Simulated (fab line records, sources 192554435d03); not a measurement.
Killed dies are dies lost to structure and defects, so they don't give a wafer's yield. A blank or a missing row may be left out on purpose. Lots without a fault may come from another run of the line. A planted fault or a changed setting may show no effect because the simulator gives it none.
Problem report in the 8D (eight disciplines) form, filled by code | flow n5_finfet | the parts of the form that need people (team, actions taken, sign-off) are left out

1. THE PROBLEM
spin_speed_rpm at N5_BEOL_M8_COAT_22 reads a mean of 1237.1 rpm on 6 wafers of 2 lots; wafers without a fault read 1499.9 rpm with a standard deviation of 1.1. That is -99 or more standard deviations from the usual mean.
The step: resist thk 30 nm.
First seen on wafer L416.2, day 12 20:23, on litho_track-02. The record holds 36 wafers of 12 lots with a number at this step. Rule for "out", or "out of limits": more than 4 standard deviations from the usual mean. The other wafers with a number count as sound.

2. WHAT IT IS AND WHAT IT IS NOT
question                    | is                     | is not
which readings at this step | spin_speed_rpm         | -
which lots                  | L416, L419             | L403, L404, L408, L409, L410, L411, L414, L418, L420, L424
which wafers of those lots  | all that have a number | -
read on which tools         | litho_track-02         | litho_track-03, litho_track-05
when                        | from day 12 20:23      | up to then (21 sound wafers); but 9 sound wafers of L418, L420, L424 came after

3. SUSPECTS, AND WHAT RULES EACH OUT
Counting: a tool at a process step up to the reading stays a suspect if it ran every lot that is out and no sound lot after the first of them.
- uv_cure-03 at N5_BEOL_M8_CURE_74 (cures SiCOH lowk, time 240 s): kept. It ran every lot that is out, first L416 (day 12 17:43), and no sound lot after that; its last sound lot up to then is L404 (day 10 00:23).
- litho_track-02 at N5_BEOL_M8_COAT_22 (resist thk 30 nm): kept. It ran every lot that is out, first L416 (day 12 20:23), and no sound lot after that; its last sound lot up to then is L414 (day 12 13:55). Its own readings are out on those wafers: spin_speed_rpm.
Left after counting: uv_cure-03 at N5_BEOL_M8_CURE_74, litho_track-02 at N5_BEOL_M8_COAT_22.

4. THE CAUSE (what the simulator had put in)
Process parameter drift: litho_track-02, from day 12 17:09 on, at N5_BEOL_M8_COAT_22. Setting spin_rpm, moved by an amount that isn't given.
Counting left 2 suspects, and this tool is among them.

5. THE CHAIN OF EFFECTS, in route order
Each row: a reading whose mean over the struck wafers that have a number lies more than 3 standard deviations from the usual. Only readings for which the record gives a usual standard deviation are gone through. hours: the time from each lot's start at the first step in this table that gives one to its start at this step, as a median over the lots. sigmas: the change in usual standard deviations.
hours | step               | reading        | usual      | on struck wafers | change | sigmas
0     | N5_BEOL_M8_COAT_22 | spin_speed_rpm | 1499.9 rpm | 1237.1           | -262.8 | -99 or more
The process steps in it:
- N5_BEOL_M8_COAT_22: resist thk 30 nm.

6. WHAT WOULD HAVE CAUGHT IT SOONER
In this record the first reading out of limits was taken at day 12 20:23, 3 hours after the fault began at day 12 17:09.
